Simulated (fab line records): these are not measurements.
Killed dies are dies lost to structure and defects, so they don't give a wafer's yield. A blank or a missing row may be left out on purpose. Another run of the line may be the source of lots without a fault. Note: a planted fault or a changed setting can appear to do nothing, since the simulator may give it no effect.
fab line records -- flow nand-harc
record lots=12, wafers=36, last-day=34
route steps=1302 shown A_CHANNEL_HOLE_D1@478 A_CHANNEL_FILL_D1@498 END@1302
lots untouched by any fault: they come from a run of this same line in which no faults occurred
start-h: hours from the record's first day to the start of the lot's first wafer shown -- wait-h: hours elapsed since this lot's preceding step -- " the same as in the row above -- L1.1+2: one row covering several wafers at once -- - no value, or no start given -- * or withheld: withheld -- < > ~ a bound
route shown NAME@n: NAME is a module with steps in the file, n the number in the route of the first one -- usual: average and standard deviation across the fault-free wafers -- same: alike in all rows -- chamber/n: place in a boat -- sites: per-site readings -- _std_site: standard deviation across them -- _edge_site: mean of outer sites minus mean of inner sites -- radius-mm: how far each site lies from the wafer's centre -- mask NAME#n: copy n -- behind: tool/chamber where the wafer was last shaped -- hold: the reason the lot was held/the length of the hold in hours/how it ended -- device: which transistor (n, p or np) failed to switch -- end of line: the same wafers' tests at the end of the route -- step lacking rows: just its recipe -- killed: dies lost to structure and defects at the first sort, not the wafer's yield -- map: the dies of a wafer, with x for killed, . for not killed, _ for no die there
set.NAME: setting as actually run; set.NAME@STEP: the setting as run at that earlier step -- model.NAME: the simulator's own value behind a step, which no gauge read
route steps across a sampled set of lots; one table per step, one row per wafer
services: when a tool's chamber went out of use (start-h, in hours from the record's first day, below 0 if earlier), for how many hours, and the reason
## steps
# step NHARC_A_CHANNEL_HOLE_D1_ETCH_26
# recipe bias-v=300, source-w=2000, pressure-mtorr=30, time-s=224.1, ar-flow-sccm=375, c4f8-flow-sccm=11.4, o2-flow-sccm=113.6, temp-c=-20, target-depth-a=3000, chemistry=C4F8/O2/Ar
# usual drypump-motor-current-A=6.03/0.13, oes-air-line-au=0.999/0.021, showerhead-plenum-p-Torr=3.76/0.032, throttle-valve-pct=24.584/0.0097
lot.wafer,tool,chamber,start-h,wait-h,drypump-motor-current-A,oes-air-line-au,rf-hours-counter-h,showerhead-plenum-p-Torr,throttle-valve-pct
L688.2,har-etch-01,1,189.81,0.6,5.86,0.966,92,3.78,24.576
L688.5,har-etch-01,0,189.81,0.6,6.08,1.012,-,3.78,24.587
L688.6,har-etch-01,1,189.81,0.6,5.85,0.971,-,3.78,24.572
L690.4,har-etch-02,0,209.20,0.5,5.95,1.028,-,3.81,24.598
L690.3,har-etch-02,1,209.20,0.5,6.19,0.964,-,3.81,24.579
L690.6,har-etch-02,0,209.20,0.5,5.95,1.005,-,3.81,24.573
L694.3,har-etch-02,0,236.66,0.4,6.00,1.013,-,3.80,24.575
L694.5,har-etch-02,1,236.66,0.4,6.20,1.035,-,3.80,24.582
L694.6,har-etch-02,0,236.66,0.4,6.00,1.017,-,3.80,24.593
L693.2,har-etch-01,1,237.80,0.7,5.84,1.001,122,3.76,24.580
L693.6,har-etch-01,1,237.80,0.7,5.85,0.988,-,3.76,24.584
L693.5,har-etch-01,0,237.80,0.7,6.09,1.015,-,3.76,24.574
L695.2,har-etch-02,1,256.16,0.6,6.17,1.007,337,3.79,24.585
L695.3,har-etch-02,1,256.16,0.6,6.20,0.982,-,3.79,24.594
L695.5,har-etch-02,0,256.16,0.6,6.00,0.983,-,3.79,24.574
L697.1,har-etch-02,0,277.50,0.6,5.99,0.981,352,3.78,24.574
L697.6,har-etch-02,1,277.50,0.6,6.18,1.012,-,3.78,24.580
L697.5,har-etch-02,0,277.50,0.6,5.99,0.949,-,3.78,24.581
L700.1,har-etch-02,1,301.86,0.6,6.17,0.998,363,3.78,24.584
L700.4,har-etch-02,0,301.86,0.6,5.97,0.999,-,3.78,24.588
L700.3,har-etch-02,1,301.86,0.6,6.18,0.986,-,3.78,24.593
L702.2,har-etch-01,0,338.84,0.7,6.08,1.005,180,3.73,24.578
L702.1,har-etch-01,1,338.84,0.7,5.84,1.038,180,3.73,24.589
L702.5,har-etch-01,1,338.84,0.7,5.85,1.006,-,3.73,24.586
L705.1,har-etch-01,0,360.75,0.8,6.07,0.986,195,3.72,24.593
L705.4,har-etch-01,0,360.75,0.8,6.07,1.012,-,3.72,24.588
L705.5,har-etch-01,0,360.75,0.8,6.08,1.007,-,3.72,24.602
L709.2,har-etch-01,0,404.95,0.7,6.07,1.036,222,3.70,24.594
L709.3,har-etch-01,0,404.95,0.7,6.07,0.999,-,3.70,24.582
L709.6,har-etch-01,1,404.95,0.7,5.85,0.991,-,3.70,24.581
L710.4,har-etch-02,0,411.98,0.5,5.98,0.988,-,3.75,24.589
L710.3,har-etch-02,1,411.98,0.5,6.19,1.026,-,3.75,24.568
L710.5,har-etch-02,1,411.98,0.5,6.20,1.025,-,3.75,24.585
L711.4,har-etch-02,1,420.31,0.5,6.22,1.005,-,3.74,24.603
L711.3,har-etch-02,0,420.31,0.5,6.04,1.009,-,3.74,24.580
L711.6,har-etch-02,0,420.31,0.5,6.01,0.957,-,3.74,24.583
# step NHARC_A_CHANNEL_FILL_D1_CVD_18
# recipe target-thk-a=30, temp-c=550, material=poly-Si
# usual spike-tc-bottom-C=571.0/2.1, spike-tc-upper-C=550.1/1.1, zone-power-bottom-pct=10.82/0.28, zone-power-upper-pct=7.5/0.54
lot.wafer,tool,chamber,start-h,wait-h,spike-tc-bottom-C,spike-tc-upper-C,zone-power-bottom-pct,zone-power-upper-pct
L688.2,lpcvd-poly-01,0,214.83,-,571.8,551.6,11.33,8.3
L688.5,lpcvd-poly-01,0,214.83,-,571.5,548.6,10.92,8.3
L688.6,lpcvd-poly-01,0,214.83,-,574.0,550.0,11.14,8.2
L690.3,lpcvd-poly-03,0,234.94,-,569.0,549.5,10.46,7.1
L690.4,lpcvd-poly-03,0,234.94,-,569.5,549.8,10.56,7.2
L690.6,lpcvd-poly-03,0,234.94,-,568.2,551.1,10.64,7.2
L693.2,lpcvd-poly-03,0,260.96,-,569.3,549.7,10.46,7.2
L693.5,lpcvd-poly-03,0,260.96,-,569.6,551.9,10.61,7.2
L693.6,lpcvd-poly-03,0,260.96,-,567.9,549.7,10.49,7.2
L693.2,lpcvd-poly-03,0,263.18,0.5,569.8,549.5,10.71,7.2
L693.5,lpcvd-poly-03,0,263.18,0.5,569.6,549.3,10.74,7.2
L693.6,lpcvd-poly-03,0,263.18,0.5,570.3,550.5,10.79,7.2
L694.3,lpcvd-poly-03,0,260.96,-,568.2,551.0,10.55,7.2
L694.5,lpcvd-poly-03,0,260.96,-,571.6,549.6,10.60,7.2
L694.6,lpcvd-poly-03,0,260.96,-,568.3,551.6,10.59,7.2
L694.3,lpcvd-poly-03,0,263.18,0.5,568.5,552.8,10.72,7.2
L694.5,lpcvd-poly-03,0,263.18,0.5,569.3,549.8,10.77,7.2
L694.6,lpcvd-poly-03,0,263.18,0.5,569.5,549.3,10.45,7.3
L695.2,lpcvd-poly-01,0,280.48,-,572.4,549.3,11.04,8.3
L695.3,lpcvd-poly-01,0,280.48,-,573.4,550.1,11.02,8.1
L695.5,lpcvd-poly-01,0,280.48,-,571.1,550.3,11.02,8.2
L697.1,lpcvd-poly-01,0,301.57,-,570.1,549.8,11.31,8.3
L697.5,lpcvd-poly-01,0,301.57,-,571.8,547.2,11.28,8.3
L697.6,lpcvd-poly-01,0,301.57,-,572.0,550.8,11.26,8.3
L700.1,lpcvd-poly-03,0,325.84,-,569.2,549.8,10.59,7.3
L700.3,lpcvd-poly-03,0,325.84,-,569.8,550.7,10.42,7.1
L700.4,lpcvd-poly-03,0,325.84,-,571.0,549.9,10.53,7.1
L700.1,lpcvd-poly-01,0,328.09,0.5,573.3,551.0,11.13,8.4
L700.3,lpcvd-poly-01,0,328.09,0.5,571.1,549.5,11.20,8.1
L700.4,lpcvd-poly-01,0,328.09,0.5,571.5,550.7,11.08,8.2
L702.1,lpcvd-poly-03,0,365.31,-,569.0,549.8,10.58,7.2
L702.2,lpcvd-poly-03,0,365.31,-,569.8,549.0,10.46,7.3
L702.5,lpcvd-poly-03,0,365.31,-,570.1,549.6,10.68,7.1
L705.1,lpcvd-poly-03,0,386.20,-,569.0,548.7,10.48,7.2
L705.4,lpcvd-poly-03,0,386.20,-,569.3,550.8,10.48,7.0
L705.5,lpcvd-poly-03,0,386.20,-,569.9,549.8,10.65,7.2
L709.2,lpcvd-poly-01,0,429.44,-,571.9,551.0,11.23,8.4
L709.3,lpcvd-poly-01,0,429.44,-,571.9,548.6,11.09,8.2
L709.6,lpcvd-poly-01,0,429.44,-,573.5,549.2,11.22,8.2
L710.3,lpcvd-poly-02,0,436.38,-,573.5,549.4,10.92,7.0
L710.4,lpcvd-poly-02,0,436.38,-,572.3,551.2,10.89,7.0
L710.5,lpcvd-poly-02,0,436.38,-,573.8,551.6,10.81,7.0
L711.3,lpcvd-poly-02,0,444.70,-,575.9,550.1,10.87,7.0
L711.4,lpcvd-poly-02,0,444.70,-,572.5,549.6,10.81,6.9
L711.6,lpcvd-poly-02,0,444.70,-,574.4,550.2,11.00,6.9
# step NHARC_A_CHANNEL_FILL_D1_ETCHBACK_20
# recipe target-depth-a=270, time-s=13.5, c4f8-flow-sccm=withheld, o2-flow-sccm=8, ar-flow-sccm=withheld, rf-w=600, bias-w=1500, chemistry=C4F8/O2/Ar
# usual bias-w=1500/4.1, oes-product-au=0.96/0.036, rf-vpp-V=978/6.1
lot.wafer,tool,chamber,start-h,wait-h,bias-w,oes-product-au,rf-hours-counter-h,rf-vpp-V
L688.2,rie-diel-07,0,217.00,-,1495,1.01,5,987
L688.5,rie-diel-07,0,217.00,-,1503,1.02,-,987
L688.6,rie-diel-07,1,217.00,-,1501,1.02,-,972
L690.4,rie-diel-08,3,237.13,-,1500,0.99,2,981
L690.3,rie-diel-08,0,237.13,-,1500,0.99,2,972
L690.6,rie-diel-08,3,237.13,-,1498,0.99,-,981
L694.3,rie-diel-01,0,265.71,-,1499,0.94,5,985
L694.6,rie-diel-01,0,265.71,-,1500,0.95,-,984
L694.5,rie-diel-01,1,265.71,-,1498,0.94,-,983
L693.2,rie-diel-07,2,265.72,-,1492,0.92,7,977
L693.6,rie-diel-07,1,265.72,-,1507,0.95,-,972
L693.5,rie-diel-07,2,265.72,-,1492,0.93,-,976
L695.3,rie-diel-07,2,282.68,-,1505,0.93,8,977
L695.2,rie-diel-07,3,282.68,-,1494,0.94,8,970
L695.5,rie-diel-07,1,282.68,-,1500,0.94,-,973
L697.1,rie-diel-07,0,303.80,-,1493,1.01,0,987
L697.5,rie-diel-07,3,303.80,-,1499,1.01,-,971
L697.6,rie-diel-07,0,303.80,-,1493,1.01,-,987
L700.1,rie-diel-01,3,330.64,-,1502,0.91,9,987
L700.3,rie-diel-01,0,330.64,-,1503,0.92,9,983
L700.4,rie-diel-01,1,330.64,-,1499,0.92,7,983
L702.2,rie-diel-07,1,367.51,-,1495,1.01,4,972
L702.1,rie-diel-07,0,367.51,-,1502,1.00,4,987
L702.5,rie-diel-07,2,367.51,-,1500,1.00,-,977
L705.1,rie-diel-07,1,388.48,-,1504,1.00,6,973
L705.4,rie-diel-07,0,388.48,-,1496,1.00,6,986
L705.5,rie-diel-07,2,388.48,-,1498,0.99,-,976
L709.3,rie-diel-07,2,431.65,-,1504,0.92,10,977
L709.2,rie-diel-07,3,431.65,-,1503,0.92,8,970
L709.6,rie-diel-07,2,431.65,-,1503,0.92,-,977
L710.4,rie-diel-07,3,438.59,-,1507,0.99,9,971
L710.3,rie-diel-07,1,438.59,-,1501,1.00,9,974
L710.5,rie-diel-07,3,438.59,-,1506,1.00,-,969
L711.3,rie-diel-07,3,446.89,-,1503,1.00,9,970
L711.4,rie-diel-07,0,446.89,-,1497,0.95,10,986
L711.6,rie-diel-07,3,446.89,-,1504,1.00,-,970
# step NHARC_A_CHANNEL_FILL_D1_ETCHBACK_08
# recipe target-depth-a=2200, time-s=110, c4f8-flow-sccm=20, ar-flow-sccm=withheld, rf-w=600, bias-w=300, chemistry=C4F8
# usual oes-product-au=0.97/0.034, rf-vpp-V=441.3/2.6
lot.wafer,tool,chamber,start-h,wait-h,oes-product-au,rf-hours-counter-h,rf-vpp-V
L688.2,rie-diel-07,2,-,-,0.93,6.3,440.9
L688.5,rie-diel-07,3,-,-,0.93,-,437.7
L688.6,rie-diel-07,0,-,-,0.94,-,445.2
L690.4,rie-diel-01,0,-,-,1.01,4.4,443.3
L690.3,rie-diel-01,1,-,-,1.01,2.7,444.5
L690.6,rie-diel-01,2,-,-,1.00,-,436.8
L693.2,rie-diel-01,0,-,-,1.01,6.0,443.4
L693.5,rie-diel-01,0,-,-,1.01,-,443.8
L693.6,rie-diel-01,1,-,-,1.00,-,443.5
L694.3,rie-diel-08,0,-,-,0.92,3.2,439.8
L694.5,rie-diel-08,2,-,-,1.00,-,444.6
L694.6,rie-diel-08,3,-,-,1.00,-,441.0
L695.3,rie-diel-08,1,-,-,0.93,5.0,439.4
L695.2,rie-diel-08,0,-,-,0.95,3.9,438.9
L695.5,rie-diel-08,1,-,-,0.93,-,441.1
L697.1,rie-diel-07,3,-,-,0.92,1.4,437.5
L697.5,rie-diel-07,0,-,-,0.93,-,444.7
L697.6,rie-diel-07,1,-,-,0.93,-,438.7
L700.4,rie-diel-01,0,-,-,0.93,10.1,443.3
L700.1,rie-diel-01,2,-,-,0.92,7.5,437.6
L700.3,rie-diel-01,3,-,-,0.92,10.5,445.0
L702.2,rie-diel-08,3,-,-,1.02,0.2,442.4
L702.1,rie-diel-08,1,-,-,0.99,0.2,440.2
L702.5,rie-diel-08,2,-,-,1.00,-,443.1
L705.1,rie-diel-08,2,-,-,0.97,0.9,443.9
L705.4,rie-diel-08,3,-,-,0.97,1.1,440.6
L705.5,rie-diel-08,2,-,-,0.96,-,443.0
L709.2,rie-diel-01,0,-,-,0.98,2.1,444.0
L709.3,rie-diel-01,1,-,-,0.99,2.0,444.7
L709.6,rie-diel-01,0,-,-,0.98,-,444.4
L710.4,rie-diel-08,2,-,-,0.98,3.5,443.1
L710.3,rie-diel-08,3,-,-,0.98,3.6,441.3
L710.5,rie-diel-08,2,-,-,0.97,-,444.5
L711.3,rie-diel-01,1,-,-,0.92,2.7,443.2
L711.4,rie-diel-01,3,-,-,0.91,1.5,444.0
L711.6,rie-diel-01,1,-,-,0.93,-,443.5
# step NHARC_END_SORT_01
# recipe temp-c=25
# usual killed-at-array=51/18, killed-at-other=1.0/1.2, killed-at-periphery=3.7/2.9, killed-dies=55/19, killed-open=3.5/1.9, killed-short=2.6/1.6
# same gross-dies=677
lot.wafer,tool,chamber,start-h,wait-h,killed-at-array,killed-at-other,killed-at-periphery,killed-dies,killed-open,killed-short
L693.2,prober-02,0,606.13,2.8,673,0,4,677,5,3
L693.5,prober-02,0,608.56,3.7,676,0,1,677,2,1
L693.6,prober-02,0,609.37,4.0,674,0,3,677,3,4
L694.3,prober-01,0,606.93,3.1,674,1,2,677,5,2
L694.5,prober-01,0,608.54,3.7,672,2,3,677,3,3
L694.6,prober-01,0,609.35,4.0,675,1,1,677,4,2
L700.1,prober-02,0,682.92,2.5,671,0,6,677,4,5
L700.3,prober-02,0,684.50,3.1,670,0,7,677,3,2
L700.4,prober-02,0,685.30,3.4,671,0,6,677,4,2
L702.2,prober-02,0,709.74,2.8,61,1,14,76,5,3
# killed by level:class
L693.2 A_CHANNEL_FILL_D1:area-cvd=613 A_CHANNEL_HOLE_D2:chamber-film-flake=31 A_SLIT:chamber-film-flake=12 A_CHANNEL_HOLE_D1:chamber-film-flake=5 P_M0:geometric-particle:open=2 P_ZERO_WELL:chamber-film-flake=2 A_ZERO_WELL:chamber-film-flake=2 A_ONON_D1:geometric-particle:open=1
L694.3 A_CHANNEL_FILL_D1:area-cvd=617 A_CHANNEL_HOLE_D1:chamber-film-flake=36 A_CHANNEL_HOLE_D2:chamber-film-flake=5 A_DECK1_JOINT:chamber-film-flake=3 A_SGD_CUT:chamber-film-flake=3 A_CHANNEL_FILL_D1:geometric-particle:open=2 A_WL_FILL:geometric-particle:short=2 A_CHANNEL_FILL_D1:chamber-film-flake=2
L694.5 A_CHANNEL_FILL_D1:area-cvd=618 A_CHANNEL_HOLE_D1:chamber-film-flake=39 A_CHANNEL_HOLE_D2:chamber-film-flake=7 A_DECK1_JOINT:chamber-film-flake=2 THIN_TSV:chamber-film-flake=2 P_M0:geometric-particle:short=1 P_M2:geometric-particle:open=1 A_ONON_D1:geometric-particle:short=1
L693.5 A_CHANNEL_FILL_D1:area-cvd=623 A_CHANNEL_HOLE_D2:chamber-film-flake=34 A_SLIT:chamber-film-flake=10 A_CONTACT:chamber-film-flake=4 A_CHANNEL_FILL_D1:geometric-particle:open=1 A_WL_FILL:geometric-particle:short=1 A_WL_FILL:geometric-particle:open=1 P_GATE:chamber-film-flake=1
L694.6 A_CHANNEL_FILL_D1:area-cvd=620 A_CHANNEL_HOLE_D1:chamber-film-flake=31 A_CHANNEL_HOLE_D2:chamber-film-flake=5 A_DECK1_JOINT:chamber-film-flake=3 A_SGD_CUT:chamber-film-flake=3 A_CONTACT:chamber-film-flake=3 A_BLC:geometric-particle:open=2 A_CHANNEL_FILL_D1:geometric-particle:short=1
L693.6 A_CHANNEL_FILL_D1:area-cvd=596 A_SLIT:chamber-film-flake=33 A_CHANNEL_HOLE_D2:chamber-film-flake=32 A_CONTACT:chamber-film-flake=5 A_STAIRCASE:chamber-film-flake=2 P_CONTACT:geometric-particle:open=1 P_M0:geometric-particle:open=1 P_M0:geometric-particle:short=1
L700.1 A_CHANNEL_FILL_D1:area-cvd=588 A_SLIT:chamber-film-flake=30 A_CHANNEL_HOLE_D1:chamber-film-flake=25 A_CHANNEL_HOLE_D2:chamber-film-flake=11 P_GATE:chamber-film-flake=4 A_CHANNEL_FILL_D2:chamber-film-flake=4 A_STAIRCASE:chamber-film-flake=3 A_DECK1_JOINT:geometric-particle:open=2
L700.3 A_CHANNEL_FILL_D1:area-cvd=596 A_CHANNEL_HOLE_D1:chamber-film-flake=36 A_CHANNEL_HOLE_D2:chamber-film-flake=14 A_SLIT:chamber-film-flake=10 A_CHANNEL_FILL_D2:chamber-film-flake=4 A_STAIRCASE:chamber-film-flake=3 P_ZERO_WELL:chamber-film-flake=2 P_GATE:chamber-film-flake=2
L700.4 A_CHANNEL_FILL_D1:area-cvd=591 A_SLIT:chamber-film-flake=27 A_CHANNEL_HOLE_D1:chamber-film-flake=26 A_CHANNEL_HOLE_D2:chamber-film-flake=10 P_GATE:chamber-film-flake=4 A_STAIRCASE:chamber-film-flake=3 A_SGD_CUT:chamber-film-flake=3 A_CONTACT:chamber-film-flake=2
L702.2 A_SLIT:chamber-film-flake=29 A_CHANNEL_HOLE_D2:chamber-film-flake=11 P_BONDPAD:chamber-film-flake=7 A_STAIRCASE:chamber-film-flake=7 P_CONTACT:chamber-film-flake=4 A_CHANNEL_HOLE_D1:chamber-film-flake=4 A_M1:geometric-particle:open=3 P_GATE:chamber-film-flake=2
## services
tool,chamber,start-h,hours,kind
rie-diel-07,0,175.24,-,clean
rie-diel-07,1,175.24,-,clean
rie-diel-08,-,190.80,9.0,pm
rie-diel-01,-,203.88,9.0,pm
lpcvd-poly-02,-,206.56,26.0,pm
rie-diel-08,2,233.70,1.9,repair
rie-diel-08,0,251.07,27.3,repair
rie-diel-01,3,269.51,12.3,repair
rie-diel-01,2,275.44,16.7,repair
rie-diel-07,-,294.48,9.0,pm
rie-diel-08,3,304.86,9.4,repair
har-etch-02,-,327.22,4.0,repair
rie-diel-08,-,331.24,0.8,repair
rie-diel-07,0,341.47,5.5,repair
rie-diel-07,3,361.73,7.6,repair
rie-diel-08,-,367.80,9.0,pm
har-etch-02,-,379.07,17.0,pm
rie-diel-01,-,380.88,9.0,pm
lpcvd-poly-03,-,387.90,26.0,pm
rie-diel-01,3,391.01,32.8,repair
rie-diel-01,2,397.78,8.4,repair
rie-diel-01,1,400.09,4.4,repair
rie-diel-07,3,405.58,4.2,repair
rie-diel-07,1,425.00,5.5,repair
## key
first-sign step=NHARC_A_CHANNEL_FILL_D1_CVD_18, reading=visit, direction=added
effect step=NHARC_END_SORT_01, reading=killed-at-array, direction=up, sigmas=34, usual=51, struck=673
more-kills-born-at NHARC_A_CHANNEL_FILL_D1_CVD_18@lpcvd-poly-03=3687, NHARC_A_CHANNEL_FILL_D1_CVD_18@lpcvd-poly-01=1775
met-at NHARC_A_CHANNEL_FILL_D1_CVD_18
struck-lots L693,L694,L700
later-rows-left-out L693.2,L693.5,L693.6,L694.3,L694.5,L694.6,L700.1,L700.3,L700.4
tester-left-out L693,L694,L700
not-acting-at NHARC_A_CHANNEL_HOLE_D1_ETCH_26,NHARC_A_CHANNEL_FILL_D1_ETCHBACK_20,NHARC_A_CHANNEL_FILL_D1_ETCHBACK_08
fault kind=repeated-step-whole, tool=lpcvd-poly-01,lpcvd-poly-02,lpcvd-poly-03, chamber=-, onset-h=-, steps=NHARC_A_CHANNEL_FILL_D1_CVD_18, times=1, scope=struck-lots-only
# tester-left-out: of these lots the tester's yield and bins aren't shown, on N5 and GAA mostly nor the transistor test; their killed dies are dies lost to structure and defects alone, not to doping, threshold or leakage, so they don't give the yield
# later-rows-left-out: the simulator's readings of these wafers behind a module that went badly wrong aren't trusted and aren't shown, but for the sort
